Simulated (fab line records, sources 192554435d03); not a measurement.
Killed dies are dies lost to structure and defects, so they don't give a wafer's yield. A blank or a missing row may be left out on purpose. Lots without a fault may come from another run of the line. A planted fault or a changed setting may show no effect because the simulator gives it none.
Which tool did it? | flow n5_finfet | 12 lots, 36 wafers sampled, at 3 steps of a route of 1938

WHAT THE GAUGES READ, wafer by wafer
N5_BEOL_M9_RS_MEAS_57: measures by four-point-probe.
lot  | measured     | on            | M9_RS (ohm/sq)
L077 | day 10 17:52 | film_metro-01 | 0.143 0.149 0.150
L075 | day 11 04:28 | film_metro-02 | 0.146 0.150 0.145
L080 | day 12 07:46 | film_metro-01 | 0.152 0.149 0.152
L079 | day 12 12:42 | film_metro-01 | 0.152 0.152 0.150
L083 | day 12 17:30 | film_metro-01 | 0.153 0.157 0.156
L084 | day 13 15:54 | film_metro-02 | 0.149 0.149 0.148
L087 | day 13 22:18 | film_metro-01 | 0.154 0.156 0.157
L089 | day 14 00:25 | film_metro-02 | 0.152 0.157 0.153
L091 | day 14 14:13 | film_metro-02 | 0.155 0.154 0.157
L093 | day 15 16:28 | film_metro-02 | 0.144 0.158 0.149
L094 | day 16 07:30 | film_metro-02 | 0.153 0.148 0.154
L097 | day 17 04:26 | film_metro-01 | 0.156 0.157 0.151

WHICH TOOL RAN EACH LOT (tool, then ch and the chambers of the sampled wafers, then the start)
lot  | N5_BEOL_M7_DEP_56               | N5_BEOL_M8_STRIP_19
L077 | pecvd-04 ch 0,1,2, day 9 20:54  | rie_diel-01 ch 1,2,3, day 10 01:37
L075 | pecvd-01 ch 0,1, day 10 08:12   | rie_diel-02 ch 1,2,3, day 10 11:23
L080 | pecvd-02 ch 1,2, day 11 13:12   | rie_diel-01 ch 1,3, day 11 15:55
L079 | pecvd-04 ch 1,2, day 11 14:55   | rie_diel-02 ch 1,2,3, day 11 19:07
L083 | pecvd-04 ch 0,1, day 11 21:21   | rie_diel-06 ch 1,3, day 12 00:59
L084 | pecvd-02 ch 0,1, day 12 22:01   | rie_diel-01 ch 1,2, day 13 00:46
L087 | pecvd-02 ch 0,2, day 13 05:23   | rie_diel-02 ch 1,2,3, day 13 08:18
L089 | pecvd-01 ch 0,2, day 13 08:29   | rie_diel-02 ch 0,2,3, day 13 10:59
L091 | pecvd-04 ch 0,1, day 13 21:35   | rie_diel-06 ch 1,3, day 14 00:31
L093 | pecvd-04 ch 0,1, day 14 14:41   | rie_diel-06 ch 1,3, day 14 17:36
L094 | pecvd-01 ch 0,1,2, day 15 14:46 | rie_diel-01 ch 0,3, day 15 18:41
L097 | pecvd-02 ch 1,2, day 16 12:51   | rie_diel-06 ch 0,1,3, day 16 15:14
- N5_BEOL_M7_DEP_56: deposits SiCN from 3MS/NH3, target thk 10 nm, time 17.5 s.
- N5_BEOL_M8_STRIP_19: strips in O2.

THE ANSWER, worked out from the rows above alone
Rule: what is usual is taken from the lots themselves. Put in order of their means at a reading, lots are off if they are a third of the lots or fewer, leave a main group of 4 or more, and stand apart from it by a gap of 3 or more times the standard deviation of the main group's means; of several such gaps the widest counts. A main group whose means are all the same, to the digits that the tables above print for the reading, isn't used. A lot without any number at a reading at which 4 lots or more have one is off too. The other lots that the step has rows for count as sound.
No lot is off at any reading shown: from this, nothing can be told.

WHAT THE SIMULATOR HAD PUT IN
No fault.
